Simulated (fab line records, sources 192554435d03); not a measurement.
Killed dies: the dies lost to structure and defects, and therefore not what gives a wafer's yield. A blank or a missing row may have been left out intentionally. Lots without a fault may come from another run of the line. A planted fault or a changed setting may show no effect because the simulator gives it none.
The same fault as seen by 3 desks | flow n5-finfet | only its own numbers are on each desk; what lay behind them is given at the end

## THE DEFECT DESK
Counts from the inspections along the route, per lot, as means over the sampled wafers that have a number. The brackets show how far a lot's mean lies from the usual mean; more than 4 standard deviations puts the lot out of limits, marked OUT.
Columns: A = raw-defect-count at N5_PASSIVATION_INSPECT_57, usual 2.2
lot  | first seen here | A
L900 | day 12 23:08    | 1.3
L899 | day 13 05:00    | 1.7
L905 | day 14 23:55    | 2.3
L906 | day 15 09:25    | 1.5
L908 | day 15 16:23    | 1.7
L909 | day 15 21:25    | 0.7
L904 | day 16 02:14    | 3.3
L916 | day 16 22:31    | 3.0
L918 | day 17 17:56    | 2.3
L920 | day 18 00:08    | 1.7
This desk's verdict: no lot among the 10 shows anything out of limits.

## AT THE TOOL OWNER'S DESK: pecvd-01
The tool's own readings at N5_BEOL_M0_SAQP_PECVD_97 (deposits SiNx from SiH4/NH3/N2, target thk 23 nm, time 19.9 s): means of the sampled wafers that have a number, for each lot that ran on this tool. The brackets show how far a lot's mean lies from the usual mean; more than 4 standard deviations puts the lot out of limits, marked OUT.
Columns: A = heater-power-w at N5_BEOL_M0_SAQP_PECVD_97, usual 595 W; B = showerhead-plenum-p-Torr at N5_BEOL_M0_SAQP_PECVD_97, usual 5.14 Torr; C = throttle-valve-pct at N5_BEOL_M0_SAQP_PECVD_97, usual 40.1 %
lot  | first seen here | A   | B    | C
L899 | day 5 23:02     | 605 | 5.15 | 40.2
L904 | day 7 06:07     | 603 | 5.14 | 40.5
L905 | day 7 09:21     | 528 | 5.17 | 40.2
L906 | day 7 17:52     | 612 | 5.11 | 39.5
L908 | day 8 07:36     | 597 | 5.14 | 40.2
L916 | day 10 07:03    | 610 | 5.10 | 40.0
L918 | day 10 13:46    | 639 | 5.08 | 40.1
This desk's verdict: no lot among the 7 shows anything out of limits.

## THE METROLOGY DESK
Lot by lot, what the gauges showed, no matter which tool ran the lot: averages of those sampled wafers that carry a number. The brackets show how far a lot's mean lies from the usual mean; more than 4 standard deviations puts the lot out of limits, marked OUT. Readings shown: 7 of its 10, picked as those furthest out on some lot.
Columns: A = IOFF_N at N5_BEOL_M4_RC_MEAS_101, usual 0.16 nA/um; B = IOFF_P at N5_BEOL_M4_RC_MEAS_101, usual 0.21 nA/um; C = ION_N at N5_BEOL_M4_RC_MEAS_101, usual 673 uA/um; D = ION_P at N5_BEOL_M4_RC_MEAS_101, usual 461 uA/um; E = SS_N at N5_BEOL_M4_RC_MEAS_101, usual 71.4 mV/dec; F = VT_N at N5_BEOL_M4_RC_MEAS_101, usual 250 mV; G = VT_P at N5_BEOL_M4_RC_MEAS_101, usual -250 mV
lot  | first seen here | A    | B    | C   | D   | E    | F   | G
L900 | day 8 12:54     | 0.15 | 0.19 | 671 | 458 | 71.2 | 251 | -252
L899 | day 8 18:02     | 0.12 | 0.17 | 662 | 457 | 70.7 | 253 | -254
L904 | day 9 23:06     | 0.16 | 0.23 | 682 | 466 | 71.7 | 248 | -247
L905 | day 10 12:10    | 0.15 | 0.23 | 668 | 467 | 71.7 | 251 | -247
L906 | day 10 17:59    | 0.15 | 0.20 | 668 | 454 | 70.6 | 251 | -252
L908 | day 11 06:13    | 0.16 | 0.21 | 680 | 471 | 71.3 | 248 | -251
L909 | day 11 10:46    | 0.14 | 0.19 | 663 | 456 | 71.2 | 251 | -249
L916 | day 12 20:27    | 0.13 | 0.19 | 657 | 454 | 70.9 | 252 | -251
L918 | day 13 12:44    | 0.19 | 0.25 | 679 | 465 | 71.8 | 247 | -247
L920 | day 13 22:20    | 0.18 | 0.22 | 681 | 462 | 71.6 | 246 | -248
This desk's verdict: no lot among the 10 shows anything out of limits.

## BROUGHT TOGETHER
The defect desk saw nothing out of limits.
The tool owner's desk saw nothing out of limits.
At the metrology desk, nothing out of limits was observed.

## WHAT THE SIMULATOR HAD INSERTED
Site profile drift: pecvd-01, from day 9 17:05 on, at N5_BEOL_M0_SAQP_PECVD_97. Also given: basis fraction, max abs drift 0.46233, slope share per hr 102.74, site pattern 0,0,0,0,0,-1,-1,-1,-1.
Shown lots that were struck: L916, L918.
